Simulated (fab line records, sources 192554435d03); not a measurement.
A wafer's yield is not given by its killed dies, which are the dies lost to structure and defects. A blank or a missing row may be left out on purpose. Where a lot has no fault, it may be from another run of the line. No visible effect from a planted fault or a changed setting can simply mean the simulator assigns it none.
Chamber matching -- flow n5 finfet -- N5_BEOL_M11_ETCH_61 on rie diel-04 has 4 sister chambers
The step etches SiARC in CF4, target depth 39 nm, time 65 s. 14 wafers are shown with their chamber, then 6 later ones without.

## WAFERS WITH THEIR CHAMBER
wafer,chamber,showerhead plenum p Torr (Torr),etch rf on time s (s),throttle valve pct (%)
L145.1,0,2.24,66.4,15.74
L145.4,3,2.13,67.5,15.54
L145.6,1,2.13,65.2,16.03
L151.2,0,2.23,67.7,15.79
L151.3,3,2.12,68.3,15.59
L151.5,0,2.23,67.5,15.79
L155.1,0,2.23,67.3,15.79
L155.4,2,2.18,64.2,15.32
L155.5,1,2.12,63.2,15.58
L157.2,0,2.23,67.7,15.79
L157.4,2,2.18,64.4,15.33
L157.6,1,2.12,63.8,15.59
L156.2,2,2.18,64.7,15.33
L156.3,1,2.12,63.7,15.59

SIGNATURES, as means of the wafers listed above
reading,chamber 0,chamber 1,chamber 2,chamber 3,scatter within a chamber
showerhead plenum p Torr,2.2320,2.1225,2.1800,2.1250,0.00453
etch rf on time s,67.320,63.975,64.433,67.900,0.618
throttle valve pct,15.7800,15.6975,15.3267,15.5650,0.123
Rule: for a wafer and a chamber, the distance is found by dividing, reading by reading, the gap between the wafer's reading and the chamber's mean by the reading's scatter, squaring, summing and taking the root. The wafer belongs to the nearest chamber; if the next one is less than 2 further off, it can't be placed. The scatter is the square root of a quotient: the sum, over the shown wafers, of each reading's squared deviation from its chamber's mean, divided by wafers minus chambers.

## WAFERS WITHOUT THEIR CHAMBER
wafer,showerhead plenum p Torr (Torr),etch rf on time s (s),throttle valve pct (%)
L156.4,2.12,63.3,15.58
L166.1,2.22,67.3,15.84
L166.2,2.18,64.4,15.36
L166.6,2.22,67.1,15.84
L167.1,2.11,65.3,15.16
L167.6,2.18,65.1,15.37

## WHICH CHAMBER EACH WENT THROUGH
wafer,from the rows above,in truth
L156.4,1,1
L166.1,0,0
L166.2,2,2
L166.6,0,0
L167.1,can't be placed: 1 or 3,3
L167.6,2,2
Placed correctly: 5 of 6. Unplaceable from these rows: 1, with the true chamber sitting among the candidates in 1. Placed wrongly: 0.
